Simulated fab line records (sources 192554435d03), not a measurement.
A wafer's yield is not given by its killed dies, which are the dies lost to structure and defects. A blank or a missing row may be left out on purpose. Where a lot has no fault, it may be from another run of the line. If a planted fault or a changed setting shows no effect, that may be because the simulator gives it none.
Split-lot experiment -- flow n5 finfet -- 21 wafers read from 7 lots, route of 1938 steps

== ON THE SPLIT ==
At N5_BEOL_M14_SPUTTER_44 (material Ta, target thk 15 nm, time 24.19 s), the setting time s was moved away from the recipe's 24.19 s on 10 of the 21 wafers read, by -9.8% to +12.6%. This setting was run at the recipe's value on the other wafers.

The reading comes from the split's own step.

== THE READING ==
Ta_of_BEOL_M14_SPUTTER_44.thk nm (the simulator's own value, which no gauge read), in nm, at N5_BEOL_M14_SPUTTER_44 (material Ta, target thk 15 nm, time 24.19 s). The file gives no usual value for it. Across the 11 wafers here that went through the recipe, the average is 14.9 nm and the standard deviation 0.29 nm.

wafer,"tool, chamber at the split","time s as run, s",against the recipe,"Ta_of_BEOL_M14_SPUTTER_44.thk nm, nm",against lot-mates on the recipe
L074.4,"pvd sputter-02, -",22.73,-6.0%,14,-0.7
L074.5,"pvd sputter-02, -",24.19,recipe,14.6,-
L074.6,"pvd sputter-02, -",24.19,recipe,14.8,-
L075.2,"pvd sputter-01, -",22.28,-7.9%,13.6,-0.8
L075.6,"pvd sputter-01, -",22.28,-7.9%,13.6,-0.8
L075.4,"pvd sputter-01, -",24.19,recipe,14.4,-
L078.2,"pvd sputter-03, -",24.19,recipe,15,-
L078.3,"pvd sputter-03, -",27.25,+12.6%,17,+2.0
L078.5,"pvd sputter-03, -",27.25,+12.6%,17.2,+2.2
L080.4,"pvd sputter-02, -",22.55,-6.8%,14.6,-0.8
L080.5,"pvd sputter-02, -",24.19,recipe,15.4,-
L080.6,"pvd sputter-02, -",22.55,-6.8%,14.2,-1.2
L083.2,"pvd sputter-03, -",22.24,-8.1%,14.2,-1.2
L083.3,"pvd sputter-03, -",24.19,recipe,15.4,-
L083.4,"pvd sputter-03, -",22.24,-8.1%,14,-1.4
L085.2,"pvd sputter-01, -",24.19,recipe,15,-
L085.3,"pvd sputter-01, -",24.19,recipe,15,-
L085.4,"pvd sputter-01, -",24.19,recipe,15,-
L086.3,"pvd sputter-03, -",24.19,recipe,14.8,-
L086.6,"pvd sputter-03, -",24.19,recipe,14.8,-
L086.5,"pvd sputter-03, -",21.82,-9.8%,13.6,-1.2

FIT RESULTS
A straight line over all 21 wafers: Ta_of_BEOL_M14_SPUTTER_44.thk nm changes by +0.148 nm for each +1% of time s; r = +0.95; the points scatter about the line by 0.31 nm.
The same after taking each lot's own level away (the mean of its wafers on the recipe; 21 wafers): +0.149 nm for each +1%; r = +0.98; scatter 0.17 nm.
That fit puts the effect of the largest move of time s on the reading at 1.9 nm.
The span of the lots' own levels, 14.40 to 15.40 nm, comes to 3.5 times the standard deviation stated above.
The two slopes are in agreement: the lot-to-lot level therefore moves the slope only a little.
Check: for one of the wafers moved furthest among these (+12.6%), held out of the fit, the line's prediction against its lot-mates is +1.92 nm. It came out at +2 nm against them.

== THE OTHER SPLITS THESE WAFERS WENT THROUGH ==
Note: prior to the reading, these wafers also went through further splits. Each is held against what the fit with the lots' levels taken away leaves over:
other split on the same wafers,wafers away from the commonest value,r with Ta_of_BEOL_M14_SPUTTER_44.thk nm (lot level and that fit taken away)
N5_BEOL_M11_COAT_22 spin rpm,4,-0.15
N5_BEOL_M11_TRENCH_ETCH_37 time s,6,+0.28
N5_BEOL_M11_CURE_72 time s,12,-0.31
N5_BEOL_M12_CMP_49 down force psi,4,+0.13
N5_BEOL_M13_ETCH_68 time s,9,+0.08
N5_BEOL_M14_SPUTTER_43 power w,7,+0.07

== THE FILE'S OWN FIT ==
Ta_of_BEOL_M14_SPUTTER_44.thk nm changes by +0.142 nm for each +1% of time s, r = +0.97.
